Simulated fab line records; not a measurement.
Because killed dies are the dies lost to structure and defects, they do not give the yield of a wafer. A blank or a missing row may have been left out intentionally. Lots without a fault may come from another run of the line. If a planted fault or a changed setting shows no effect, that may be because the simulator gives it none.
A struck lot beside a sound one :: flow n5Finfet :: 15 out of 1938 route steps
Sound: wafers L114.1, L114.2, L114.4. Wafers L122.3, L122.4, L122.5 were the ones struck. Last of all comes the cause.
At each step with rows: each side's tool, then ch and its chambers, then its first start. Under that, the readings that differ: sound wafers :: struck wafers :: difference of the means :: sigmas: that difference in standard deviations of wafers without a fault.
alike: readings whose means differ by less than 2 such deviations, and words and numbers that are the same on both sides. not compared: withheld readings, readings that some wafer has no value for, bounds like >300 that may hide the same value, and numbers for which the record gives no deviation and whose values overlap.
Wherever a step has rows on one side only, a row that says differs or no value, or a row with sigmas, the two part there. Non-overlapping numbers with no deviation appear without sigmas and do not part them. Lack of a reading on every wafer of one side parts them only where that side has two or more wafers.

N5_HKMG_FIN_OVL_MEAS_13:
  sound on overlay-01 ch 0, day 4 16:38; struck on overlay-02 ch 0, day 6 16:29
  alike: NWFM_OVL
N5_HKMG_FIN_INSPECT_14: inspects for defects (macro).
  struck on defectInspect-02, day 6 16:30; sound on defectInspect-01, day 4 16:40
  alike: rawDefectCount
N5_HKMG_FIN_DESCUM_17: chemistry O2, time 7.9 s.
  sound on rieDiel-06 ch 2,3, day 4 16:41; struck on rieDiel-04 ch 0,2,3, day 6 16:32
  alike: biasPowerW, drypumpMotorCurrentA, oesProductAu, rfVppV, showerheadPlenumPTorr, throttleValvePct
  not compared: rfHoursCounterH
N5_HKMG_FIN_ETCH_31: etches SiARC in CF4, target depth 45.5 nm, time 75.8 s.
  sound on rieDiel-06 ch 2,3, day 4 16:44; struck on rieDiel-04 ch 0,2,3, day 6 16:34
  alike: cf4FlowSccm, drypumpMotorCurrentA, etchRfOnTimeS, oesProductAu, rfVppV, showerheadPlenumPTorr, throttleValvePct
  not compared: rfHoursCounterH
then, 2 steps without rows for these wafers: N5_HKMG_FIN_ETCH_32 (etches SOC in N2/H2, target depth 240 nm, time 300 s); N5_HKMG_FIN_STRIP_33 (strips in N2/H2).
N5_HKMG_FIN_STRIP_34: strips in CF4.
  sound on rieDiel-06 ch 2,3, day 4 16:58; struck on rieDiel-04 ch 0,2,3, day 6 16:49
reading: rfVppV (V)
sound: 267.3 269.6 269.2
struck: 271.4 271.2 273.5
difference: +3.3
sigmas: +2
  alike: biasPowerW, cf4FlowSccm, drypumpMotorCurrentA, oesProductAu, showerheadPlenumPTorr, throttleValvePct
  not compared: rfHoursCounterH
then, 3 steps without rows for these wafers: N5_HKMG_FIN_ETCH_35 (etches SOC in N2/H2, target depth 215.8 nm, time 243.4 s); N5_HKMG_FIN_STRIP_92 (strips SOC in N2/H2, time 20 s); N5_HKMG_FIN_WET_ETCH_18 (etches TiN in SC1, time 55 s, target depth 5.2 nm, rinse time 30 s).
N5_HKMG_FIN_STRIP_19: strips in N2/H2, time 360 s.
  sound on plasmaAsher-02 ch 0,1, day 4 17:17; struck on plasmaAsher-02 ch 0,1, day 6 17:15
  alike: drypumpMotorCurrentA, h2FlowSccm, heaterPowerW
  not compared: rfHoursCounterH
then, 1 step without rows for these wafers: N5_HKMG_FIN_ALD_91 (deposits TiN, target thk 1 nm, pulse time 1 s, purge time 3 s).
N5_HKMG_FIN_COAT_85: time 60 s, resist thk 300 nm.
  sound on lithoTrack-05 ch 0, day 4 17:57; struck on lithoTrack-02 ch 0, day 6 17:48
reading: spinSpeedRpm (rpm)
sound: 1501.1 1500.9 1499.8
struck: 1462.8 1461.1 1461.0
difference: -39.0
sigmas: -35

reading: model.SOC_of_HKMG_FIN_COAT_85.thkNm (nm)
sound: 300.6 300 301.8
struck: 303 303.8 302.6
difference: +2
sigmas: 
N5_HKMG_FIN_ETCH_86: etches SOC in N2/H2, stops on TiN, target depth 393.2 nm.
  sound on rieDiel-04 ch 0,2,3, day 4 18:20; struck on rieDiel-04 ch 0,1, day 6 18:06
  alike: drypumpMotorCurrentA, h2FlowSccm, oesProductAu, rfVppV, showerheadPlenumPTorr, throttleValvePct
  not compared: rfHoursCounterH
-- record jumps: 4 days separate the struck wafers' starts on either side; left off in module HKMG_FIN, taken up again in module BEOL_M4, whose first shown step is the route's number 1111 --
N5_BEOL_M4_RC_MEAS_101:
  sound on prober-01 ch 0, day 8 18:10; struck on prober-01 ch 0, day 11 05:05
reading: IOFF_N (nA/um)
sound: 0.153 0.222 0.192
struck: 0.138 0.149 0.152
difference: -0.043
sigmas: -2
  alike: DIBL_N, DIBL_P, IOFF_P, ION_N, ION_P, SS_N, SS_P, VT_N, VT_P

== WHERE THEY PART ==
First at N5_HKMG_FIN_STRIP_34; last, within this record, at N5_BEOL_M4_RC_MEAS_101.

WHY: what the simulator had put in
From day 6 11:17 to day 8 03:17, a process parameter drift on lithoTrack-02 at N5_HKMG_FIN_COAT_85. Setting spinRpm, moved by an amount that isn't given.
